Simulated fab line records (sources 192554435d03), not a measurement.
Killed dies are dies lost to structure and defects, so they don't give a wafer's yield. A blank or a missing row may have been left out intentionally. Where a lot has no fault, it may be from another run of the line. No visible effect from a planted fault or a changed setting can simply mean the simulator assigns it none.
fab line records	flow n5-finfet
record: lots: 6	wafers: 14	last-day: 16
route steps=1938 shown DUMMY_GATE@225
lots with no fault: from the same line, run without faults
start-h: hours from the record's opening day to when the first of the lot's shown wafers began	wait-h: hours since the lot's step before	" repeats the value in the row above	L1.1+2: a single row standing in for several wafers	- either no value or no given start	* or withheld: withheld	< > ~ a bound
route shown NAME@n: names a module that has steps shown in the file, with the first one's number in the route	usual: average and standard deviation across the fault-free wafers	same: alike in all rows	chamber/n: place in a boat	sites: the reading at each site	_std_site: the values' standard deviation	_edge_site: outer sites' mean less inner sites'	radius-mm: how far each site lies from the wafer's centre	mask NAME#n: copy n	behind: the last tool/chamber to shape the wafer	hold: reason for holding the lot/hours on hold/outcome of the hold	device: whichever transistor did not switch (one of n, p or np)	end of line: tests run on the same wafers once the route is complete	step lacking rows: just its recipe	killed: dies that structure and defects cost at the first sort, which is not the same as the wafer's yield	map: the dies of a wafer, with x for killed, . for not killed, _ for no die there
set.NAME: the setting as run; set.NAME@STEP: as run at that earlier step	model.NAME: the simulator's own value behind a step, which no gauge read
lots at selected steps of the route; one table per step, one row per wafer
services: from which hour (start-h, from the record's first day; less than 0 if before it) a tool's chamber was out of use, for how many hours, and why
== steps ==
step: N5_DUMMY_GATE_COAT_09
recipe: resist: CAR-EUV	spin-rpm: 1500	resist-thk-nm: 30
step: N5_DUMMY_GATE_EBR_11
recipe: solvent: PGMEA	ebr-width-mm: 1.5
step: N5_DUMMY_GATE_SOFTBAKE_10
recipe: temp-c: 110	time-s: 60	resist: CAR-EUV
step: N5_DUMMY_GATE_EXPOSE_12
recipe: mask-id: GATE	na: 0.33	source-shape: annular	sigma-inner: 0.2	sigma-outer: 0.6	polarization: unpolarized	target-cd-nm: 25	dose-mj: 34
step: N5_DUMMY_GATE_PEB_13
recipe: peb-temp-c: 100	peb-time-s: 60	resist: CAR-EUV
step: N5_DUMMY_GATE_DEVELOP_14
recipe: develop-time-s: 30	developer: TMAH	resist: CAR-EUV	rinse-liquid: surfactant-rinse	dry: air-spin	dev-temp-c: 23
step: N5_DUMMY_GATE_CD_MEAS_15
recipe: target-cd-nm: 25.8	landing-energy-ev: 500	detector: se-inlens
usual: cd-nm: 24.99/0.26
lot.wafer	tool	chamber	start-h	wait-h	cd-nm
L616.1	cd-sem-01	0	55.09	-	24.73
L616.4	"	0	"	"	24.69
L616.6	"	0	"	"	24.84
L628.1	cd-sem-01	0	127.82	-	25.14
L628.2	"	0	"	"	25.28
L628.5	"	0	"	"	25.15
L631.6	cd-sem-01	0	144.41	-	25.09
L633.1	cd-sem-03	0	154.94	-	24.76
L635.2	cd-sem-02	0	165.99	-	24.58
L635.3	"	0	"	"	24.87
L635.4	"	0	"	"	24.75
L637.3	cd-sem-03	0	177.97	-	24.50
L637.4	"	0	"	"	25.29
L637.5	"	0	"	"	25.28
step: N5_DUMMY_GATE_OVL_MEAS_16
recipe: points-per-wafer: 522
usual: GATE_OVL: 0.1/0.8
lot.wafer	tool	chamber	start-h	wait-h	GATE_OVL[nm]
L616.1	overlay-02	0	55.13	0.0	-0.6
L616.4	"	0	"	"	-0.7
L616.6	"	0	"	"	-0.1
L628.1	overlay-01	0	127.86	0.0	0.8
L628.2	"	0	"	"	1.9
L628.5	"	0	"	"	0.9
L631.6	overlay-01	0	144.47	0.1	0.8
L633.1	overlay-01	0	154.98	0.0	0.7
L635.2	overlay-01	0	166.03	0.0	-0.5
L635.3	"	0	"	"	0.3
L635.4	"	0	"	"	-0.5
L637.3	overlay-02	0	178.01	0.0	0.0
L637.4	"	0	"	"	-0.2
L637.5	"	0	"	"	0.6
step: N5_DUMMY_GATE_INSPECT_17
recipe: mode: adi	inspect-instrument: brightfield
usual: raw-defect-count: 189/51
lot.wafer	tool	chamber	start-h	wait-h	raw-defect-count
L616.1	defect-inspect-02	-	55.19	0.1	216
L616.4	"	-	"	"	137
L616.6	"	-	"	"	182
L628.1	defect-inspect-01	-	127.92	0.1	201
L628.2	"	-	"	"	156
L628.5	"	-	"	"	232
L631.6	defect-inspect-02	-	144.50	0.0	144
L633.1	defect-inspect-01	-	155.04	0.1	201
L635.2	defect-inspect-02	-	166.08	0.0	144
L635.3	"	-	"	"	165
L635.4	"	-	"	"	115
L637.3	defect-inspect-02	-	178.06	0.0	203
L637.4	"	-	"	"	229
L637.5	"	-	"	"	234
step: N5_DUMMY_GATE_DESCUM_20
recipe: chemistry: O2	time-s: 6.2	source-power-w: 50	bias-power-w: 20	pressure-mtorr: 20	rf-frequency-hz: 2.712e+07	temp-c: 40	resist: CAR-EUV	o2-flow-sccm: 225
step: N5_DUMMY_GATE_ETCH_29
recipe: chemistry: N2/H2	target: underlayer	target-depth-a: 130	ion-energy-ev: 200	pressure-mtorr: 30	source-w: 840	bias-w: 150	n2-flow-sccm: 200	h2-flow-sccm: 200
usual: drypump-motor-current-A: 5.8/0.41	oes-product-au: 0.80/0.1	rf-fwd-power-W: 831/3.4	rf-vpp-V: 524.9/2.7	showerhead-plenum-p-Torr: 2.58/0.094	throttle-valve-pct: 17.85/0.27
lot.wafer	tool	chamber	start-h	wait-h	drypump-motor-current-A	oes-product-au	rf-fwd-power-W	rf-hours-counter-h	rf-vpp-V	showerhead-plenum-p-Torr	throttle-valve-pct
L616.1	rie-diel-03	1	55.29	0.0	6.0	0.78	830	121	526.1	2.67	18.17
L616.4	"	0	"	"	6.7	0.68	834	236	521.6	2.51	18.15
L616.6	"	2	"	"	5.3	0.79	829	-	522.7	2.47	18.08
L628.1	rie-diel-06	0	128.13	0.0	5.9	0.68	836	223	523.6	2.51	18.04
L628.2	"	2	"	"	5.2	0.91	826	25	525.7	2.59	17.76
L628.5	"	2	"	"	5.3	0.90	825	-	526.3	2.59	17.78
L631.6	rie-diel-06	0	144.61	0.0	6.0	0.68	834	-	522.9	2.51	18.06
L633.1	rie-diel-06	0	155.17	0.0	6.0	0.67	837	232	523.9	2.50	18.06
L635.2	rie-diel-02	0	166.18	0.0	6.0	0.85	836	68	527.6	2.69	17.52
L635.3	"	2	"	"	6.2	0.75	832	183	520.7	2.43	18.26
L635.4	"	3	"	"	5.6	1.00	832	4	529.2	2.71	17.63
L637.3	rie-diel-02	1	178.17	0.0	6.3	0.75	830	149	525.6	2.66	17.56
L637.4	"	3	"	"	5.6	0.98	829	7	528.2	2.71	17.65
L637.5	"	0	"	"	6.1	0.84	834	-	526.6	2.68	17.52
step: N5_DUMMY_GATE_ETCH_36
recipe: chemistry: CF4	target: SiARC	target-depth-a: 130	pressure-mtorr: 40	source-w: 545	bias-w: 36	Ar_flow_sccm: 100	cf4-flow-sccm: 100	ion-energy-ev: 80
step: N5_DUMMY_GATE_ETCH_37
recipe: chemistry: N2/H2	target: SOC	target-depth-a: 600	overetch-a: 300	temp-c: 40	ion-energy-ev: 200	pressure-mtorr: 30	source-w: 840	bias-w: 150	n2-flow-sccm: 200	h2-flow-sccm: 200
usual: drypump-motor-current-A: 5.8/0.41	oes-product-au: 0.64/0.076	rf-fwd-power-W: 830/3.5	rf-vpp-V: 524.8/2.7	showerhead-plenum-p-Torr: 2.58/0.094	throttle-valve-pct: 17.78/0.27
lot.wafer	tool	chamber	start-h	wait-h	drypump-motor-current-A	oes-product-au	rf-fwd-power-W	rf-hours-counter-h	rf-vpp-V	showerhead-plenum-p-Torr	throttle-valve-pct	model.SiARC_of_DUMMY_GATE_COAT_35.thk-nm
L616.1	rie-diel-03	1	55.37	0.0	6.0	0.62	829	121	526.6	2.67	18.10	5
L616.4	"	0	"	"	6.7	0.54	832	236	522.9	2.51	18.08	5
L616.6	"	2	"	"	5.3	0.64	829	-	521.2	2.47	17.98	5
L628.1	rie-diel-06	0	128.21	0.0	6.0	0.54	833	223	522.8	2.51	17.96	5.2
L628.2	"	2	"	"	5.2	0.72	825	25	526.7	2.59	17.69	5
L628.5	"	2	"	"	5.2	0.72	825	-	526.1	2.59	17.70	5
L631.6	rie-diel-06	0	144.69	0.0	5.9	0.53	1034	-	487.5	2.51	17.98	4.6
L633.1	rie-diel-06	0	155.25	0.0	6.0	0.54	1037	232	487.0	2.50	18.01	4.6
L635.2	rie-diel-02	0	166.26	0.0	6.1	0.66	829	68	527.1	2.69	17.44	5
L635.3	"	2	"	"	6.2	0.59	832	183	519.8	2.43	18.19	5
L635.4	"	3	"	"	5.6	0.77	831	4	529.3	2.71	17.57	4.8
L637.3	rie-diel-02	1	178.25	0.0	6.3	0.60	832	149	526.3	2.66	17.48	5
L637.4	"	3	"	"	5.6	0.76	831	7	528.5	2.71	17.58	4.8
L637.5	"	0	"	"	6.0	0.66	831	-	527.1	2.68	17.45	4.8
step: N5_DUMMY_GATE_STRIP_38
recipe: chemistry: N2/H2	temp-c: 40	n2-flow-sccm: 200	h2-flow-sccm: 200	rf-frequency-hz: 6e+07
step: N5_DUMMY_GATE_STRIP_39
recipe: chemistry: N2/H2	temp-c: 40	n2-flow-sccm: 200	h2-flow-sccm: 200	rf-frequency-hz: 6e+07
step: N5_DUMMY_GATE_TRIM_49
recipe: chemistry: O2	resist: SOC	time-s: 29	target-cd-nm: 14	source-power-w: 300	bias-power-w: 0	O2_flow_sccm: 100	temp-c: 20
usual: drypump-motor-current-A: 5.7/0.35	oes-product-au: 0.988/0.013	throttle-valve-pct: 8.11/0.15
same: bias-power-w: 0
lot.wafer	tool	chamber	start-h	wait-h	drypump-motor-current-A	oes-product-au	rf-hours-counter-h	throttle-valve-pct	model.DUMMY_GATE.cd-nm
L616.1	rie-si-05	1	55.45	0.0	5.4	1.003	27	7.97	14.2
L616.4	"	2	"	"	5.9	0.984	68	8.14	14
L616.6	"	2	"	"	5.9	0.979	-	8.14	13.8
L628.1	rie-si-01	1	128.29	0.0	5.1	0.997	127	8.29	14.6
L628.2	"	2	"	"	6.3	1.003	1	7.97	14.6
L628.5	"	2	"	"	6.3	1.003	-	7.95	14.2
L631.6	rie-si-05	1	144.79	0.1	5.4	1.001	-	7.99	13.8
L633.1	rie-si-01	1	155.33	0.0	5.1	0.989	127	8.29	13.8
L635.2	rie-si-05	1	166.34	0.0	5.4	0.996	30	7.98	13.8
L635.3	"	2	"	"	5.9	0.966	70	8.15	13.8
L635.4	"	0	"	"	5.7	0.981	16	7.90	13.8
L637.3	rie-si-05	1	178.33	0.0	5.4	1.004	30	8.00	14.2
L637.4	"	2	"	"	5.9	0.988	70	8.14	14
L637.5	"	3	"	"	5.8	0.978	-	8.17	13.8
step: N5_DUMMY_GATE_STRIP_40
recipe: chemistry: CF4	resist: SiARC	power-w: 300	bias-power-w: 75	pressure-mtorr: 50	cf4-flow-sccm: 150	rf-frequency-hz: 6e+07
usual: bias-power-w: 74.98/0.22	drypump-motor-current-A: 5.9/0.37	oes-product-au: 0.78/0.087	power-w: 299.8/0.85	rf-vpp-V: 271.7/1.8	showerhead-plenum-p-Torr: 1.82/0.068	throttle-valve-pct: 13.53/0.27
lot.wafer	tool	chamber	start-h	wait-h	bias-power-w	drypump-motor-current-A	oes-product-au	power-w	rf-hours-counter-h	rf-vpp-V	showerhead-plenum-p-Torr	throttle-valve-pct
L616.1	rie-diel-02	0	55.55	0.1	75.02	6.0	0.88	298.7	33	274.3	1.90	13.18
L616.4	"	3	"	"	75.13	5.6	0.69	298.9	231	270.5	1.71	13.82
L616.6	"	3	"	"	75.07	5.6	0.69	299.9	-	268.1	1.71	13.82
L628.1	rie-diel-06	0	128.39	0.1	74.25	5.9	0.68	300.7	223	269.5	1.77	13.76
L628.2	"	2	"	"	75.07	5.2	0.90	299.5	26	271.6	1.82	13.36
L628.5	"	3	"	"	75.06	5.9	0.84	299.7	-	272.3	1.89	13.27
L631.6	rie-diel-02	1	144.87	0.0	75.33	6.2	0.74	299.8	-	272.0	1.87	13.33
L633.1	rie-diel-02	1	155.43	0.1	75.18	6.2	0.74	299.9	142	273.3	1.87	13.36
L635.2	rie-diel-02	3	166.44	0.1	75.13	5.6	0.96	299.0	4	274.7	1.91	13.33
L635.3	"	1	"	"	74.99	6.2	0.74	300.2	146	273.1	1.87	13.36
L635.4	"	0	"	"	75.18	6.0	0.83	299.9	68	271.0	1.89	13.27
L637.3	rie-diel-02	1	178.43	0.1	74.99	6.2	0.74	299.0	149	274.0	1.87	13.37
L637.4	"	3	"	"	74.97	5.5	0.94	299.5	7	272.3	1.91	13.31
L637.5	"	1	"	"	74.95	6.2	0.74	298.7	-	273.7	1.87	13.39
step: N5_DUMMY_GATE_CD_MEAS_50
recipe: target-cd-nm: 14
usual: cd-nm: 14.0/0.3
lot.wafer	tool	chamber	start-h	wait-h	cd-nm
L616.1	cd-sem-02	-	55.60	0.0	13.9
L616.4	"	-	"	"	13.9
L616.6	"	-	"	"	13.9
L628.1	cd-sem-02	-	128.44	0.0	14.5
L628.2	"	-	"	"	14.0
L628.5	"	-	"	"	14.2
L631.6	cd-sem-01	-	144.92	0.0	13.8
L633.1	cd-sem-02	-	155.48	0.0	13.6
L635.2	cd-sem-02	-	166.49	0.0	13.8
L635.3	"	-	"	"	13.7
L635.4	"	-	"	"	13.5
L637.3	cd-sem-03	-	178.48	0.0	14.0
L637.4	"	-	"	"	14.1
L637.5	"	-	"	"	13.6
step: N5_DUMMY_GATE_ETCH_31
recipe: chemistry: C4F6/O2	target: SiO2	mask-material: SOC	target-depth-a: 825	time-s: 27.5	ion-energy-ev: 250	pressure-mtorr: 30	source-w: 345	bias-w: 185	Ar_flow_sccm: 300	C4F6_flow_sccm: 10	O2_flow_sccm: 10
usual: drypump-motor-current-A: 5.8/0.39	oes-product-au: 0.80/0.096	rf-fwd-power-W: 341.5/1.5	rf-vpp-V: 667/8.4	showerhead-plenum-p-Torr: 2.89/0.1	throttle-valve-pct: 21.14/0.26
lot.wafer	tool	chamber	start-h	wait-h	drypump-motor-current-A	oes-product-au	rf-fwd-power-W	rf-hours-counter-h	rf-vpp-V	showerhead-plenum-p-Torr	throttle-valve-pct
L616.1	rie-diel-02	1	55.65	0.0	6.2	0.78	344.6	117	675	2.97	20.78
L616.4	"	2	"	"	6.2	0.78	342.8	152	663	2.74	21.51
L616.6	"	1	"	"	6.2	0.78	340.6	-	676	2.97	20.77
L628.1	rie-diel-02	3	128.76	0.3	5.6	0.68	340.5	250	659	2.70	21.38
L628.2	"	0	"	"	6.0	0.87	343.4	52	673	3.01	20.83
L628.5	"	3	"	"	5.6	0.68	341.0	-	660	2.70	21.38
L631.6	rie-diel-06	2	144.98	0.1	5.2	0.89	338.2	-	678	2.90	21.10
L633.1	rie-diel-03	0	155.52	0.0	6.7	0.90	340.3	12	675	2.80	21.07
L635.2	rie-diel-02	2	166.54	0.0	6.2	0.74	343.0	183	663	2.73	21.52
L635.3	"	1	"	"	6.3	0.74	341.0	146	675	2.96	20.81
L635.4	"	0	"	"	6.0	0.84	343.6	68	672	3.00	20.85
L637.3	rie-diel-03	1	178.52	0.0	6.0	0.73	340.7	164	666	2.96	21.41
L637.4	"	2	"	"	5.3	0.76	342.6	145	663	2.74	21.21
L637.5	"	3	"	"	5.4	0.68	339.2	-	676	2.81	21.58
step: N5_DUMMY_GATE_STRIP_41
recipe: chemistry: O2	power-w: 400	temp-c: 40	pressure-mtorr: 30	rf-frequency-hz: 6e+07	bias-power-w: 0	overash-fraction: 0.3	o2-flow-sccm: 225
usual: drypump-motor-current-A: 5.8/0.39	oes-product-au: 0.80/0.097	rf-vpp-V: 3.7/0.47	showerhead-plenum-p-Torr: 2.13/0.082	throttle-valve-pct: 16.64/0.25
same: bias-power-w: 0	overash-fraction: 0.3
lot.wafer	tool	chamber	start-h	wait-h	drypump-motor-current-A	oes-product-au	rf-hours-counter-h	rf-vpp-V	showerhead-plenum-p-Torr	throttle-valve-pct
L616.1	rie-diel-02	1	55.69	0.0	6.3	0.78	117	4.3	2.20	16.32
L616.4	"	2	"	"	6.2	0.76	152	3.6	2.01	16.93
L616.6	"	1	"	"	6.3	0.78	-	4.2	2.20	16.32
L628.1	rie-diel-02	3	128.80	0.0	5.5	0.67	250	4.2	1.98	16.94
L628.2	"	0	"	"	6.0	0.86	52	4.0	2.22	16.30
L628.5	"	3	"	"	5.6	0.67	-	3.4	1.98	16.92
L631.6	rie-diel-06	2	145.02	0.0	5.3	0.90	-	4.3	2.14	16.57
L633.1	rie-diel-03	0	155.57	0.0	6.6	0.92	12	3.9	2.06	16.50
L635.2	rie-diel-02	2	166.59	0.0	6.2	0.74	183	4.2	1.99	16.99
L635.3	"	1	"	"	6.2	0.76	146	3.1	2.19	16.37
L635.4	"	0	"	"	6.1	0.84	68	3.7	2.22	16.34
L637.3	rie-diel-03	1	178.57	0.0	5.9	0.73	164	4.0	2.18	16.91
L637.4	"	2	"	"	5.3	0.76	145	3.5	2.02	16.77
L637.5	"	3	"	"	5.3	0.66	-	3.4	2.06	17.06
step: N5_DUMMY_GATE_HM_OPEN_21
recipe: chemistry: CH3F/O2	target: SiNx	target-depth-a: 1200	Ar_flow_sccm: 150	CH3F_flow_sccm: 30	O2_flow_sccm: 23	time-s: 171.4	pressure-mtorr: 30	source-w: 395	bias-w: 73	ion-energy-ev: 120.7
step: N5_DUMMY_GATE_ETCH_32
recipe: chemistry: CF4	target: SiO2	target-depth-a: 35	time-s: 3.9	ion-energy-ev: 350	pressure-mtorr: 10	icp-w: 800	bias-w: 400	cf4-flow-sccm: 80
step: N5_DUMMY_GATE_ETCH_23
recipe: chemistry: HBr/Cl2/O2	HBr_flow_sccm: 150	Cl2_flow_sccm: 80	O2_flow_sccm: 12	bias-w: 102	target-depth-a: 410	time-s: 22.3	target: poly-Si	mask-material: SiO2	pressure-mtorr: 10	icp-w: 800
usual: drypump-motor-current-A: 5.7/0.38	oes-product-au: 0.989/0.015	rf-fwd-power-W: 795/3.2	throttle-valve-pct: 37.23/0.25
lot.wafer	tool	chamber	start-h	wait-h	drypump-motor-current-A	oes-product-au	rf-fwd-power-W	rf-hours-counter-h	throttle-valve-pct
L616.1	rie-si-01	0	55.93	0.0	5.0	1.006	801	193	37.25
L616.4	"	2	"	"	6.3	0.993	792	200	37.33
L616.6	"	3	"	"	5.9	0.976	794	-	36.85
L628.1	rie-si-01	1	129.04	0.0	5.2	0.965	796	127	37.32
L628.2	"	0	"	"	5.0	0.992	794	195	37.29
L628.5	"	1	"	"	5.1	0.970	793	-	37.31
L631.6	rie-si-05	2	145.26	0.0	5.9	0.965	792	-	37.14
L633.1	rie-si-01	1	155.80	0.0	5.1	0.978	788	127	37.31
L635.2	rie-si-06	1	166.82	0.0	5.7	1.001	792	35	37.44
L635.3	"	2	"	"	5.7	0.982	795	11	36.74
L635.4	"	3	"	"	5.4	0.978	794	88	37.65
L637.3	rie-si-01	1	178.80	0.0	5.2	0.976	793	127	37.31
L637.4	"	3	"	"	5.9	1.012	799	1	37.11
L637.5	"	3	"	"	5.9	1.006	797	-	37.12
step: N5_DUMMY_GATE_ETCH_44
recipe: chemistry: HBr/O2	over-etch-frac: 0.7	target-depth-a: 1275	stop-on: SiO2	ion-energy-ev: 60	bias-w: 20	target: poly-Si	mask-material: SiO2	pressure-mtorr: 20	icp-w: 400	HBr_flow_sccm: 120	O2_flow_sccm: 10
step: N5_DUMMY_GATE_CD_MEAS_24
recipe: target-cd-nm: 15
usual: cd-nm: 15.1/0.36
lot.wafer	tool	chamber	start-h	wait-h	cd-nm
L616.1	cd-sem-02	-	56.09	0.1	15.1
L616.4	"	-	"	"	15.0
L616.6	"	-	"	"	14.5
L628.1	cd-sem-01	-	129.20	0.1	15.5
L628.2	"	-	"	"	15.9
L628.5	"	-	"	"	15.4
L631.6	cd-sem-02	-	145.42	0.0	14.9
L633.1	cd-sem-02	-	155.97	0.1	15.0
L635.2	cd-sem-01	-	166.99	0.1	14.7
L635.3	"	-	"	"	14.7
L635.4	"	-	"	"	14.4
L637.3	cd-sem-02	-	178.98	0.1	15.2
L637.4	"	-	"	"	15.1
L637.5	"	-	"	"	14.9
step: N5_DUMMY_GATE_ETCH_42
recipe: chemistry: CHF3/O2	target: SiO2	target-depth-a: 35	time-s: 31	ion-energy-ev: 30	bias-w: 12	pressure-mtorr: 30	source-w: 600	Ar_flow_sccm: 200	CHF3_flow_sccm: 50	O2_flow_sccm: 5
usual: drypump-motor-current-A: 5.9/0.43	oes-product-au: 0.79/0.095	rf-fwd-power-W: 594.1/2.2	rf-vpp-V: 42.5/0.88	showerhead-plenum-p-Torr: 2.43/0.086	throttle-valve-pct: 18.77/0.26
lot.wafer	tool	chamber	start-h	wait-h	drypump-motor-current-A	oes-product-au	rf-fwd-power-W	rf-hours-counter-h	rf-vpp-V	showerhead-plenum-p-Torr	throttle-valve-pct	model.DUMMY_GATE.cd-nm
L616.1	rie-diel-02	0	56.14	0.0	6.0	0.89	597.9	33	43.2	2.55	18.41	15.2
L616.4	"	1	"	"	6.2	0.79	597.2	118	41.7	2.52	18.40	14.8
L616.6	"	0	"	"	6.0	0.89	596.1	-	43.4	2.55	18.38	14.6
L628.1	rie-diel-06	2	129.26	0.1	5.2	0.90	592.2	26	42.6	2.46	18.70	15.8
L628.2	"	3	"	"	5.8	0.85	593.6	70	41.5	2.54	18.47	15.6
L628.5	"	3	"	"	5.8	0.86	597.0	-	42.6	2.54	18.46	15.2
L631.6	rie-diel-03	3	145.47	0.1	5.3	0.67	593.4	-	41.7	2.38	19.16	14.8
L633.1	rie-diel-06	1	156.02	0.0	6.2	0.94	595.3	15	42.9	2.47	18.46	14.6
L635.2	rie-diel-03	3	167.10	0.1	5.3	0.66	593.8	246	42.8	2.38	19.17	15
L635.3	"	0	"	"	6.6	0.90	590.6	17	43.0	2.37	18.66	14.6
L635.4	"	2	"	"	5.3	0.76	593.3	141	41.6	2.32	18.85	14.4
L637.3	rie-diel-06	2	179.08	0.1	5.2	0.86	589.8	42	42.3	2.46	18.73	15.2
L637.4	"	3	"	"	5.8	0.83	594.4	85	42.9	2.53	18.51	15.2
L637.5	"	0	"	"	6.0	0.67	601.4	-	41.8	2.38	18.99	14.8
step: N5_DUMMY_GATE_STRIP_48
recipe: chemistry: N2/H2	time-s: 20	power-w: 100	temp-c: 40	pressure-mtorr: 100	rf-frequency-hz: 6e+07	bias-power-w: 3	n2-flow-sccm: 300	h2-flow-sccm: 300
== services ==
tool	chamber	start-h	hours	kind
rie-si-05	-	48.03	1.3	repair
rie-diel-06	2	54.54	-	clean
rie-diel-06	2	54.54	-	consumable-replace:focus-ring
rie-diel-06	2	54.54	11.3	scheduled-down
rie-diel-06	2	54.54	11.3	vent-cycle
rie-si-01	1	60.09	4.1	repair
rie-diel-02	-	83.82	14.6	pm
rie-diel-06	1	87.13	-	clean
rie-diel-06	1	87.13	-	consumable-replace:focus-ring
rie-diel-06	1	87.13	27.5	scheduled-down
rie-diel-06	1	87.13	27.5	vent-cycle
rie-si-06	0	87.43	6.4	repair
rie-diel-06	0	88.86	4.1	repair
rie-diel-03	0	98.81	-	clean
rie-diel-02	1	113.73	15.6	repair
rie-diel-06	2	117.42	1.2	repair
rie-diel-02	3	129.56	-	clean
rie-diel-02	3	129.56	-	consumable-replace:focus-ring
rie-diel-02	3	129.56	-	consumable-replace:showerhead
rie-diel-02	3	129.56	23.7	scheduled-down
rie-diel-02	3	129.56	23.7	vent-cycle
rie-si-01	2	139.12	2.8	repair
rie-diel-02	3	153.75	1.5	repair
rie-diel-03	3	164.52	1.7	repair
== key ==
first-sign: step: N5_DUMMY_GATE_ETCH_37	reading: rf-fwd-power-W	direction: up	sigmas: 58	usual: *	struck: *
effect: step: N5_DUMMY_GATE_ETCH_37	reading: rf-vpp-V	direction: down	sigmas: 14	usual: 524.8	struck: 487.2
model-effect: step: N5_DUMMY_GATE_ETCH_37	value: SiARC_of_DUMMY_GATE_COAT_35.thk-nm	without: 5.2	struck: 4.6
model-effect: step: N5_DUMMY_GATE_TRIM_49	value: DUMMY_GATE.cd-nm	without: 14.3	struck: 13.8
model-effect: step: N5_DUMMY_GATE_ETCH_42	value: DUMMY_GATE.cd-nm	without: 15.3	struck: 14.7
met-at N5_DUMMY_GATE_ETCH_37
struck-wafers L631.6,L633.1
rows-end L631.6,L633.1
onset-between 128.21 144.69
fault: kind: process-parameter-drift	tool: rie-diel-06	chamber: 0	onset-h: 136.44	steps: N5_DUMMY_GATE_ETCH_37	channel: source-w	offset: 201.6	shape: step	acts-in: these-recipes-only	stated: 840
rows-end: these wafers met a further fault down the route, and their rows from its step on are left out
